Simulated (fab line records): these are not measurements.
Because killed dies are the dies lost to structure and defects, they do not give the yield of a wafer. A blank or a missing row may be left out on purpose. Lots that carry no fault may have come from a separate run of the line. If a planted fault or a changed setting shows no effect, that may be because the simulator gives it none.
fab line records | flow nandHarc | part 1 of 2: steps 1 to 4 of 6
[record] lots = 23 wafers = 69 lastDay = 25
route steps=1159 shown A_STAIRCASE@670 A_SLIT@780
lots that met no fault: taken from a fault-free run of the same line
startH: hours from the record's opening day to when the first of the lot's shown wafers began | waitH: hours elapsed since this lot's preceding step | " the same as in the row above | L1.1+2: a row that stands for several wafers | - no value present, or no start provided | * or withheld: withheld | < > ~ a bound
route shown NAME@n: names a module that has steps shown in the file, with the first one's number in the route | usual: average and standard deviation across the fault-free wafers | same: alike in all rows | chamber/n: place in a boat | sites: each site's reading | _std_site: standard deviation across them | _edge_site: mean of outer sites minus mean of inner sites | radiusMm: how far each site lies from the wafer's centre | mask NAME#n: copy n | behind: tool/chamber where the wafer was last shaped | hold: what put the lot on hold/how long, in hours/how the hold closed | device: whichever transistor did not switch (one of n, p or np) | end of line: at the end of the route, the tests of the same wafers | step lacking rows: just its recipe | killed: not the wafer's yield, but the dies lost to structure and defects at the first sort | map: shows each die of a wafer: x if killed, . if not, _ if none is there
set.NAME: setting as actually run; set.NAME@STEP: the setting as run at that earlier step | model.NAME: the simulator's own value behind a step, which no gauge read
steps of the route over a sample of lots; a table a step, a row a wafer
services: from which hour (startH, from the record's first day; less than 0 if before it) a tool's chamber was out of use, for how many hours, and why
[[steps]]
[step NHARC_A_STAIRCASE_STRIP_295]
[recipe] o2FlowSccm = 500 arFlowSccm = 0 biasW = 0 chemistry = O2
[usual] drypumpMotorCurrentA = 5.7/0.47 oesProductAu = 1.000/0.014 rfVppV = 57.6/0.96 showerheadPlenumPTorr = 3.42/0.14 throttleValvePct = 17.035/0.0094
// columns lot.wafer tool chamber startH waitH drypumpMotorCurrentA oesProductAu rfHoursCounterH rfVppV showerheadPlenumPTorr throttleValvePct
L074.2 rieDiel-13 0 - - 6.2 0.999 50 59.8 3.36 17.042
L074.4 " 3 " " 6.1 0.979 49 59.1 3.78 17.010
L074.6 " 1 " " 6.0 0.987 - 57.6 3.45 17.038
L075.4 rieDiel-08 3 - - 5.3 1.021 50 56.8 3.30 17.038
L075.6 " 3 " " 5.3 1.015 - 57.2 3.30 17.027
L075.5 " 0 " " 5.4 1.014 - 56.7 3.38 17.027
L076.4 rieDiel-05 3 - - 5.8 1.000 27 57.7 3.42 17.026
L076.1 " 1 " " 6.5 1.007 36 58.0 3.71 17.032
L076.6 " 3 " " 5.8 0.996 - 56.2 3.42 17.031
L078.3 rieDiel-08 1 - - 6.0 1.018 50 57.5 3.33 17.016
L078.6 " 3 " " 5.4 1.019 - 56.6 3.30 17.014
L078.5 " 0 " " 5.4 1.021 - 56.9 3.38 17.045
L077.3 rieDiel-13 1 - - 6.0 0.987 56 58.5 3.45 17.035
L077.5 " 2 " " 5.0 0.997 - 57.6 3.47 17.031
L077.6 " 3 " " 6.2 0.976 - 58.7 3.78 17.055
L079.2 rieDiel-08 3 - - 5.3 1.007 55 56.7 3.30 17.033
L079.1 " 0 " " 5.4 1.011 53 55.9 3.38 17.035
L079.5 " 2 " " 5.0 0.992 - 57.9 3.36 17.042
L082.4 rieDiel-13 2 - - 5.0 0.989 8 57.3 3.46 17.040
L082.3 " 3 " " 6.2 0.991 7 59.6 3.77 17.031
L082.5 " 2 " " 5.0 0.982 - 57.7 3.46 17.037
L080.2 rieDiel-05 2 - - 6.1 1.006 51 57.3 3.44 17.041
L080.1 " 3 " " 5.8 0.997 45 58.1 3.41 17.046
L080.3 " 0 " " 5.4 0.994 51 56.1 3.38 17.027
L081.1 rieDiel-13 0 - - 6.2 1.007 10 57.8 3.35 17.018
L081.4 " 1 " " 6.0 0.976 10 57.4 3.44 17.038
L081.5 " 0 " " 6.2 1.012 - 57.1 3.35 17.047
L083.3 rieDiel-05 0 - - 5.4 0.995 52 57.7 3.38 17.035
L083.2 " 1 " " 6.5 0.988 52 59.4 3.70 17.035
L083.5 " 2 " " 6.1 1.005 - 58.3 3.44 17.046
L084.2 rieDiel-13 3 - - 6.2 1.005 15 59.0 3.77 17.034
L084.1 " 0 " " 6.2 1.015 13 57.1 3.35 17.030
L084.6 " 3 " " 6.2 1.002 - 57.3 3.77 17.039
L085.1 rieDiel-08 0 - - 5.4 1.005 4 57.4 3.37 17.032
L085.3 " 1 " " 6.0 1.014 4 56.8 3.32 17.032
L085.2 " 2 " " 5.0 0.984 3 58.4 3.36 17.050
L086.2 rieDiel-13 2 - - 5.0 0.989 21 56.8 3.46 17.027
L086.1 " 0 " " 6.2 1.009 18 56.6 3.34 17.046
L086.6 " 2 " " 5.0 0.991 - 58.6 3.46 17.036
L087.1 rieDiel-08 3 - - 5.3 1.023 9 55.5 3.29 17.035
L087.4 " 1 " " 6.0 1.017 - 56.9 3.32 17.041
L087.6 " 3 " " 5.3 1.013 - 56.8 3.29 17.035
L088.3 rieDiel-13 2 - - 5.0 0.981 22 56.9 3.45 17.032
L088.1 " 3 " " 6.1 0.988 20 58.5 3.76 17.024
L088.5 " 0 " " 6.2 1.000 - 56.8 3.34 17.031
L090.3 rieDiel-05 1 - - 6.6 1.005 63 59.7 3.69 17.029
L090.2 " 3 " " 5.8 1.015 56 58.0 3.41 17.028
L090.6 " 1 " " 6.5 1.006 - 59.5 3.69 17.037
L089.1 rieDiel-08 0 - - 5.4 1.005 12 58.1 3.37 17.038
L089.4 " 2 " " 5.0 0.971 15 57.2 3.35 17.057
L089.5 " 0 " " 5.4 0.996 - 56.9 3.37 17.024
L091.3 rieDiel-08 3 - - 5.3 1.020 18 57.4 3.28 17.028
L091.2 " 1 " " 6.0 1.011 16 58.2 3.31 17.051
L091.5 " 3 " " 5.3 1.012 - 57.6 3.28 17.034
L092.3 rieDiel-13 3 - - 6.2 1.000 31 59.1 3.76 17.036
L092.5 " 2 " " 5.0 0.982 - 57.2 3.45 17.028
L092.6 " 1 " " 6.0 0.984 - 57.1 3.43 17.033
L094.3 rieDiel-08 3 - - 5.3 1.025 22 56.4 3.28 17.032
L094.2 " 0 " " 5.4 0.997 18 58.2 3.37 17.042
L094.5 " 3 " " 5.3 1.021 - 57.1 3.28 17.030
L093.4 rieDiel-08 1 - - 6.0 0.995 23 56.8 3.31 17.040
L093.2 " 2 " " 5.0 0.985 23 57.0 3.35 17.041
L093.5 " 1 " " 6.0 1.003 - 57.8 3.31 17.048
L097.1 rieDiel-05 2 - - 6.1 1.000 17 57.6 3.43 17.049
L097.6 " 0 " " 5.4 1.006 - 57.4 3.37 17.052
L097.5 " 1 " " 6.5 1.015 - 60.4 3.68 17.036
L096.3 rieDiel-08 2 - - 5.0 0.993 33 57.7 3.34 17.032
L096.6 " 2 " " 5.0 0.991 - 57.0 3.34 17.058
L096.5 " 3 " " 5.4 1.020 - 55.9 3.28 17.043
[step NHARC_A_STAIRCASE_DEP_151]
[recipe] targetThkA = 38000 tempC = 400 targetThkNm = 3800 teosFlowSccm = 200 rfW = 500 material = SiO2
[usual] heaterPowerW = 647/110 susceptorTempC = 399.99/0.22
// columns lot.wafer tool chamber startH waitH heaterPowerW sinceWetCleanH susceptorTempC
L074.2 pecvd-04 1 275.49 0.4 864 67 400.41
L074.6 " 1 " " 730 - 400.00
L074.4 " 2 " " 503 - 400.18
L076.1 pecvd-03 0 283.64 0.6 785 160 399.98
L076.6 " 2 " " 740 - 399.31
L076.4 " 0 " " 614 - 399.81
L075.5 pecvd-01 1 283.74 0.7 532 - 400.10
L075.4 " 2 " " 549 - 400.06
L075.6 " 0 " " 653 - 399.87
L078.3 pecvd-03 0 291.19 0.5 768 167 399.68
L078.6 " 2 " " 748 - 400.10
L078.5 " 0 " " 618 - 399.68
L077.3 pecvd-04 2 295.64 0.9 517 88 400.32
L077.6 " 1 " " 731 - 399.75
L077.5 " 2 " " 514 - 399.89
L079.1 pecvd-04 0 299.92 0.4 736 92 399.92
L079.2 " 2 " " 631 92 400.27
L079.5 " 2 " " 508 - 400.02
L080.2 pecvd-04 1 332.90 0.4 868 125 399.96
L080.1 " 2 " " 573 125 400.08
L080.3 " 0 " " 686 125 400.08
L082.3 pecvd-03 0 333.00 0.5 656 28 399.70
L082.4 " 0 " " 588 - 400.09
L082.5 " 1 " " 497 - 399.63
L081.1 pecvd-01 2 333.04 0.5 530 83 400.00
L081.4 " 0 " " 638 - 400.12
L081.5 " 1 " " 534 - 400.07
L085.3 pecvd-01 0 340.56 0.7 787 90 399.76
L085.2 " 1 " " 660 90 400.18
L085.1 " 2 " " 647 91 400.08
L083.2 pecvd-04 2 340.61 0.7 531 133 399.76
L083.3 " 0 " " 759 133 400.24
L083.5 " 2 " " 516 - 399.78
L084.2 pecvd-03 0 340.62 0.7 723 36 399.84
L084.1 " 2 " " 884 36 399.51
L084.6 " 0 " " 604 - 400.08
L086.2 pecvd-04 2 353.56 0.4 613 145 400.15
L086.1 " 1 " " 881 146 399.91
L086.6 " 1 " " 717 - 399.93
L087.1 pecvd-01 2 353.75 0.6 550 104 399.52
L087.4 " 0 " " 651 - 400.16
L087.6 " 2 " " 519 - 400.03
L090.3 pecvd-03 2 357.71 0.9 867 53 399.81
L090.2 " 1 " " 620 53 400.16
L090.6 " 2 " " 740 - 400.05
L088.1 pecvd-04 0 357.85 1.0 675 150 400.02
L088.3 " 1 " " 921 150 400.27
L088.5 " 1 " " 743 - 400.31
L089.1 pecvd-01 2 374.57 0.4 644 124 400.00
L089.5 " 0 " " 660 - 400.17
L089.4 " 1 " " 518 - 400.19
L091.3 pecvd-01 1 379.48 0.4 538 129 400.06
L091.2 " 2 " " 537 129 400.02
L091.5 " 2 " " 519 - 399.81
L092.3 pecvd-01 2 383.60 0.5 605 133 400.01
L092.5 " 1 " " 522 - 399.82
L092.6 " 2 " " 517 - 400.16
L094.3 pecvd-03 2 388.41 0.4 886 83 400.26
L094.2 " 1 " " 570 84 399.97
L094.5 " 2 " " 737 - 400.10
L093.2 pecvd-01 0 393.88 0.5 702 144 399.70
L093.5 " 2 " " 526 - 399.94
L093.4 " 0 " " 653 - 399.81
L097.1 pecvd-01 1 416.75 0.5 537 167 399.89
L097.5 " 1 " " 540 - 399.78
L097.6 " 2 " " 540 - 399.88
L096.3 pecvd-04 1 416.85 0.6 792 28 400.25
L096.5 " 0 " " 703 - 400.09
L096.6 " 1 " " 714 - 400.17
[step NHARC_A_STAIRCASE_DESCUM_443]
[recipe] timeS = 3 o2FlowSccm = 200 arFlowSccm = 0 biasPowerW = 0 chemistry = O2
[usual] drypumpMotorCurrentA = 5.7/0.47 oesProductAu = 1.000/0.014 rfVppV = 57.7/0.9 showerheadPlenumPTorr = 1.85/0.075 throttleValvePct = 11.312/0.0082
// columns lot.wafer tool chamber startH waitH drypumpMotorCurrentA oesProductAu rfHoursCounterH rfVppV showerheadPlenumPTorr throttleValvePct
L074.2 rieDiel-05 3 303.84 - 5.8 1.003 43 57.5 1.85 11.301
L074.4 " 1 " " 6.5 0.995 51 59.1 2.01 11.320
L074.6 " 0 " " 5.4 1.000 - 57.6 1.83 11.311
L075.4 rieDiel-13 1 311.77 - 6.0 0.981 11 58.1 1.86 11.326
L075.6 " 0 " " 6.2 1.016 - 56.1 1.81 11.299
L075.5 " 1 " " 6.0 0.986 - 57.9 1.86 11.305
L076.1 rieDiel-05 0 311.91 - 5.4 0.999 52 58.4 1.83 11.304
L076.4 " 2 " " 6.1 1.002 52 57.5 1.86 11.322
L076.6 " 3 " " 5.7 1.014 - 57.3 1.85 11.292
L078.3 rieDiel-08 2 312.28 - 5.0 0.981 0 58.0 1.81 11.306
L078.5 " 0 " " 5.4 0.995 - 58.0 1.82 11.313
L078.6 " 1 " " 6.0 1.012 - 57.3 1.79 11.310
L077.3 rieDiel-05 2 322.41 - 6.1 0.993 56 58.1 1.86 11.296
L077.5 " 2 " " 6.1 1.005 - 57.1 1.86 11.322
L077.6 " 3 " " 5.8 0.993 - 58.2 1.84 11.297
L079.1 rieDiel-13 2 322.56 - 5.0 0.990 18 58.6 1.87 11.309
L079.2 " 3 " " 6.1 0.984 17 57.1 2.05 11.300
L079.5 " 1 " " 6.0 0.980 - 59.1 1.86 11.314
L080.3 rieDiel-13 1 354.87 - 6.0 0.996 28 57.1 1.86 11.308
L080.2 " 2 " " 5.0 0.990 28 58.3 1.87 11.297
L080.1 " 3 " " 6.2 0.987 27 58.5 2.05 11.312
L082.4 rieDiel-05 1 355.03 - 6.5 1.025 1 57.5 2.01 11.294
L082.3 " 3 " " 5.8 0.995 1 58.3 1.84 11.319
L082.5 " 1 " " 6.5 1.015 - 58.9 2.01 11.298
L081.1 rieDiel-08 3 355.52 - 5.3 1.019 16 59.1 1.77 11.301
L081.4 " 0 " " 5.4 0.988 12 57.3 1.82 11.313
L081.5 " 2 " " 5.0 0.982 - 57.5 1.81 11.303
L084.1 rieDiel-08 1 364.97 - 6.0 1.017 18 57.8 1.79 11.319
L084.2 " 2 " " 5.0 0.989 19 56.6 1.81 11.301
L084.6 " 0 " " 5.4 0.996 - 55.0 1.82 11.319
L085.3 rieDiel-05 1 364.98 - 6.5 1.022 5 58.9 2.01 11.303
L085.1 " 2 " " 6.1 1.007 4 58.5 1.86 11.313
L085.2 " 0 " " 5.4 0.994 5 57.0 1.82 11.317
L083.3 rieDiel-13 1 365.15 - 6.0 0.981 32 59.2 1.86 11.296
L083.2 " 2 " " 5.0 0.976 33 57.1 1.87 11.319
L083.5 " 1 " " 6.0 0.987 - 59.0 1.86 11.315
L087.1 rieDiel-05 3 375.60 - 5.8 0.997 4 58.1 1.84 11.316
L087.4 " 1 " " 6.5 1.024 10 57.5 2.01 11.312
L087.6 " 0 " " 5.4 0.988 - 57.8 1.82 11.322
L086.1 rieDiel-08 1 375.79 - 6.0 1.009 24 57.2 1.79 11.318
L086.2 " 0 " " 5.4 1.001 20 57.9 1.82 11.304
L086.6 " 1 " " 6.0 1.010 - 57.5 1.79 11.304
L090.2 rieDiel-05 0 381.05 - 5.4 1.000 13 57.6 1.82 11.310
L090.3 " 1 " " 6.5 1.012 14 58.3 2.01 11.298
L090.6 " 2 " " 6.1 0.997 - 58.9 1.86 11.315
L088.3 rieDiel-08 3 381.19 - 5.3 1.024 27 55.2 1.77 11.308
L088.1 " 1 " " 6.0 1.008 27 57.0 1.79 11.313
L088.5 " 2 " " 5.0 0.978 - 57.5 1.81 11.316
L089.4 rieDiel-08 2 402.49 - 5.0 0.989 35 57.0 1.80 11.304
L089.1 " 0 " " 5.4 1.004 30 58.3 1.82 11.303
L089.5 " 1 " " 6.0 1.019 - 57.1 1.78 11.307
L094.2 rieDiel-05 2 408.23 - 6.1 1.008 22 57.0 1.85 11.313
L094.3 " 3 " " 5.7 0.988 18 57.0 1.84 11.311
L094.5 " 2 " " 6.1 1.012 - 55.8 1.85 11.313
L092.3 rieDiel-08 1 408.40 - 6.0 1.010 37 57.6 1.78 11.316
L092.6 " 3 " " 5.3 1.018 - 57.3 1.77 11.321
L092.5 " 0 " " 5.4 0.984 - 57.7 1.81 11.312
L091.2 rieDiel-13 1 408.57 - 6.0 0.980 48 57.6 1.85 11.298
L091.3 " 3 " " 6.1 0.991 47 58.8 2.04 11.309
L091.5 " 2 " " 5.0 0.972 - 57.2 1.86 11.311
L093.2 rieDiel-05 1 429.39 - 6.5 1.009 30 58.2 2.00 11.318
L093.4 " 1 " " 6.5 1.011 - 57.4 2.00 11.318
L093.5 " 3 " " 5.8 0.993 - 58.2 1.83 11.308
L096.3 rieDiel-08 1 448.06 - 6.0 1.010 53 58.7 1.78 11.323
L096.5 " 2 " " 5.0 0.976 - 56.6 1.80 11.311
L096.6 " 3 " " 5.3 1.009 - 57.3 1.76 11.311
L097.1 rieDiel-13 3 448.34 - 6.1 1.004 62 57.5 2.04 11.320
L097.5 " 0 " " 6.2 1.002 - 56.6 1.80 11.304
L097.6 " 1 " " 6.0 0.995 - 57.8 1.84 11.312
[step NHARC_A_STAIRCASE_ETCHBACK_157]
[recipe] targetDepthA = 900 overEtchFrac = 0.3 timeS = 167.14 ionEnergyEv = 120 ch3fFlowSccm = 50 o2FlowSccm = 30 arFlowSccm = 200 rfW = 500 biasW = 100 chemistry = CH3F/O2
[usual] drypumpMotorCurrentA = 5.7/0.48 oesProductAu = 0.98/0.033 rfVppV = 243.2/1.5 showerheadPlenumPTorr = 2.38/0.097 throttleValvePct = 20.662/0.0087
// columns lot.wafer tool chamber startH waitH drypumpMotorCurrentA oesProductAu rfHoursCounterH rfVppV showerheadPlenumPTorr throttleValvePct
L074.2 rieDiel-13 1 308.02 0.2 6.0 0.98 11 242.7 2.39 20.667
L074.4 " 3 " " 6.1 1.00 12 247.0 2.63 20.662
L074.6 " 1 " " 6.0 0.99 - 244.7 2.40 20.652
L075.4 rieDiel-08 2 315.86 0.2 5.0 0.99 2 242.0 2.33 20.672
L075.6 " 2 " " 5.0 0.97 - 242.7 2.33 20.668
L075.5 " 3 " " 5.3 1.01 - 241.4 2.29 20.641
L076.4 rieDiel-05 1 316.02 0.2 6.5 1.00 55 246.5 2.58 20.661
L076.1 " 2 " " 6.1 1.00 54 243.9 2.39 20.652
L076.6 " 3 " " 5.8 0.99 - 243.8 2.37 20.667
L078.3 rieDiel-08 0 316.42 0.1 5.4 0.99 3 242.4 2.35 20.665
L078.6 " 0 " " 5.4 0.99 - 242.5 2.35 20.658
L078.5 " 1 " " 6.0 1.02 - 241.1 2.31 20.642
L077.3 rieDiel-08 1 326.52 0.1 6.0 1.00 7 242.8 2.31 20.659
L077.6 " 1 " " 6.0 1.01 - 243.0 2.31 20.656
L077.5 " 2 " " 5.0 1.00 - 243.5 2.33 20.661
L079.2 rieDiel-08 1 327.21 0.3 6.0 1.01 7 243.2 2.31 20.659
L079.1 " 2 " " 5.0 0.99 7 242.1 2.33 20.677
L079.5 " 3 " " 5.3 1.03 - 242.7 2.29 20.681
L080.2 rieDiel-08 2 358.92 0.2 5.0 0.96 18 242.2 2.33 20.654
L080.3 " 3 " " 5.3 1.01 19 241.6 2.28 20.672
L080.1 " 0 " " 5.4 0.97 15 243.2 2.34 20.658
L082.4 rieDiel-08 0 359.16 0.2 5.4 0.97 15 242.9 2.34 20.667
L082.3 " 2 " " 5.0 0.98 18 242.1 2.33 20.664
L082.5 " 3 " " 5.3 1.00 - 241.6 2.28 20.649
L081.1 rieDiel-05 1 359.65 0.2 6.5 1.03 4 245.3 2.58 20.657
L081.5 " 1 " " 6.5 1.03 - 245.5 2.58 20.659
L081.4 " 2 " " 6.1 1.01 - 242.5 2.39 20.680
L084.1 rieDiel-08 1 369.44 0.2 6.0 1.01 22 242.6 2.30 20.669
L084.2 " 3 " " 5.3 1.02 22 242.3 2.28 20.667
L084.6 " 0 " " 5.4 1.00 - 242.8 2.34 20.668
L085.3 rieDiel-05 0 370.36 0.2 5.4 0.98 8 241.8 2.35 20.666
L085.2 " 1 " " 6.5 1.02 8 245.5 2.57 20.662
L085.1 " 2 " " 6.1 1.01 7 244.1 2.39 20.654
L083.3 rieDiel-08 3 370.72 0.2 5.3 1.02 23 242.3 2.28 20.672
L083.2 " 0 " " 5.4 0.99 19 243.0 2.34 20.664
L083.5 " 3 " " 5.3 1.03 - 240.7 2.28 20.662
L087.4 rieDiel-08 2 379.64 0.1 5.0 0.96 26 242.9 2.33 20.656
L087.1 " 3 " " 5.3 0.98 26 241.5 2.28 20.653
L087.6 " 3 " " 5.3 0.99 - 242.0 2.28 20.678
L086.2 rieDiel-13 2 379.87 0.2 5.0 0.91 40 244.1 2.40 20.658
L086.1 " 3 " " 6.1 0.92 39 247.1 2.62 20.659
L086.6 " 1 " " 6.0 0.91 - 243.0 2.38 20.670
L090.2 rieDiel-05 1 385.10 0.2 6.5 1.02 16 247.0 2.57 20.663
L090.3 " 2 " " 6.1 1.00 14 243.4 2.39 20.657
L090.6 " 0 " " 5.4 1.00 - 243.0 2.34 20.649
L088.1 rieDiel-13 3 385.25 0.2 6.1 0.97 41 246.2 2.62 20.658
L088.3 " 0 " " 6.2 0.98 33 242.3 2.32 20.673
L088.5 " 2 " " 5.0 0.96 - 242.8 2.40 20.655
L089.4 rieDiel-13 3 406.54 0.1 6.1 0.98 47 247.0 2.62 20.676
L089.1 " 1 " " 6.0 0.97 48 242.8 2.38 20.663
L089.5 " 3 " " 6.2 0.97 - 247.1 2.62 20.660
L094.3 rieDiel-08 3 412.37 0.2 5.3 0.93 38 241.9 2.28 20.658
L094.2 " 0 " " 5.4 0.92 36 242.2 2.33 20.662
L094.5 " 2 " " 5.0 0.91 - 243.6 2.32 20.658
L092.3 rieDiel-05 3 412.62 0.2 5.8 0.99 20 242.4 2.36 20.661
L092.6 " 3 " " 5.7 0.99 - 242.9 2.36 20.665
L092.5 " 1 " " 6.5 1.01 - 246.4 2.57 20.656
L091.3 rieDiel-13 3 412.83 0.2 6.2 0.99 49 247.1 2.62 20.660
L091.2 " 0 " " 6.2 1.01 42 243.0 2.32 20.650
L091.5 " 2 " " 5.0 0.98 - 242.9 2.39 20.667
L093.2 rieDiel-05 1 434.05 0.2 6.5 1.01 33 245.8 2.56 20.659
L093.4 " 1 " " 6.5 1.01 - 246.1 2.56 20.661
L093.5 " 2 " " 6.1 1.01 - 243.6 2.38 20.660
L096.3 rieDiel-13 3 452.17 0.2 6.1 0.93 63 247.2 2.61 20.665
L096.6 " 2 " " 5.0 0.89 - 243.3 2.39 20.668
L096.5 " 3 " " 6.1 0.92 - 246.3 2.61 20.677
L097.1 rieDiel-08 1 452.48 0.2 6.0 0.93 55 241.4 2.29 20.654
L097.5 " 1 " " 6.0 0.94 - 241.7 2.29 20.663
L097.6 " 3 " " 5.3 0.94 - 241.6 2.27 20.647
